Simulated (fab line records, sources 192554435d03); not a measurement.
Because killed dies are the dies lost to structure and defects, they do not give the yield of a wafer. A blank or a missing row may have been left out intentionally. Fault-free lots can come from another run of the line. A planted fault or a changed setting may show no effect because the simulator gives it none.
Matching of chambers -- flow n5-finfet -- N5_BEOL_M13_DEP_53 on pecvd-03: 3 sister chambers
The step deposits SiCN from 3MS/NH3, target thk 50 nm, time 17.8 s. 6 wafers are shown with their chamber, then 12 later ones without.

EACH WAFER AND ITS CHAMBER
wafer,chamber,throttle-valve-pct (%),showerhead-plenum-p-Torr (Torr)
L083.2,0,18.8,4.181
L083.5,0,19.0,4.187
L083.6,2,16.0,4.155
L086.2,1,18.8,4.175
L086.4,2,15.8,4.160
L086.5,1,18.7,4.161

WAFERS WHOSE CHAMBER IS MISSING
wafer,throttle-valve-pct (%),showerhead-plenum-p-Torr (Torr)
L090.2,16.0,4.166
L090.3,19.1,4.189
L090.5,19.2,4.182
L094.2,18.6,4.160
L094.3,15.9,4.182
L094.5,16.2,4.170
L096.1,16.4,4.169
L096.2,18.8,4.163
L096.3,18.6,4.176
L096.4,18.8,4.158
L096.5,19.0,4.183
L096.6,16.0,4.181

WHICH CHAMBER EACH WENT THROUGH
wafer,from the rows above,in truth
L090.2,2,2
L090.3,0,0
L090.5,can't be placed: 0 or 1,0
L094.2,1,1
L094.3,2,2
L094.5,2,2
L096.1,2,2
L096.2,1,1
L096.3,can't be placed: 1 or 0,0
L096.4,1,1
L096.5,0,0
L096.6,2,2
Placed correctly: 10 of 12. Not placeable from these rows: 2 (in 2, the candidates include the true chamber). Wrongly placed: 0.
How it was worked out, from the rows above alone: a wafer's distance from a chamber is the root of the sum, over the readings, of the square of ((its reading less the chamber's mean) divided by the reading's scatter). The wafer belongs to the nearest chamber; if the next one is less than 2 further off, it can't be placed. For every chamber, the mean is computed from those of its wafers that are shown. The scatter: take each reading less its chamber's mean, square it, sum over the shown wafers, divide by the number of wafers less the number of chambers, and take the root.
